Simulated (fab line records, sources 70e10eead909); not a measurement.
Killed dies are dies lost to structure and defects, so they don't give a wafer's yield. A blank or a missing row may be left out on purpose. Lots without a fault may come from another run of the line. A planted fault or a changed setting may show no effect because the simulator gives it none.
Chamber matching | flow nand_harc | NHARC_P_M0_DESCUM_14 on rie_diel-05: 4 sister chambers
The step chemistry O2, time 3 s. 4 wafers are shown with their chamber, then 12 later ones without.

WAFERS WITH THEIR CHAMBER
wafer  | chamber | drypump_motor_current_A (A)
L085.1 | 3       | 5.1
L085.6 | 0       | 6.0
L085.3 | 2       | 5.0
L085.5 | 1       | 6.4

WAFERS WITHOUT THEIR CHAMBER
wafer  | drypump_motor_current_A (A)
L087.3 | 6.0
L087.5 | 5.2
L087.6 | 5.0
L088.3 | 5.2
L088.5 | 6.0
L088.6 | 5.2
L094.2 | 6.1
L094.3 | 5.2
L094.4 | 5.2
L097.1 | 6.1
L097.2 | 5.2
L097.3 | 5.0

WHICH CHAMBER EACH WENT THROUGH
wafer  | from the rows above     | in truth
L087.3 | 0                       | 0
L087.5 | can't be placed: 3 or 2 | 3
L087.6 | can't be placed: 2 or 3 | 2
L088.3 | can't be placed: 3 or 2 | 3
L088.5 | 0                       | 0
L088.6 | can't be placed: 3 or 2 | 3
L094.2 | 0                       | 0
L094.3 | can't be placed: 3 or 2 | 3
L094.4 | can't be placed: 3 or 2 | 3
L097.1 | 0                       | 0
L097.2 | can't be placed: 3 or 2 | 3
L097.3 | can't be placed: 2 or 3 | 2
Placed correctly: 4 of 12. Can't be placed from these rows: 8 (the true chamber is among the candidates in 8). Placed wrongly: 0.
How it was worked out, from the rows above alone: a wafer's distance from a chamber is the root of the sum, over the readings, of the square of ((its reading less the chamber's mean) divided by the reading's scatter). The wafer belongs to the nearest chamber; if the next one is less than 2 further off, it can't be placed. A chamber's mean is the mean of its shown wafers. The scatter: with one shown wafer a chamber, the root of the mean of the squares of how far each hidden wafer lies from its nearest shown one.
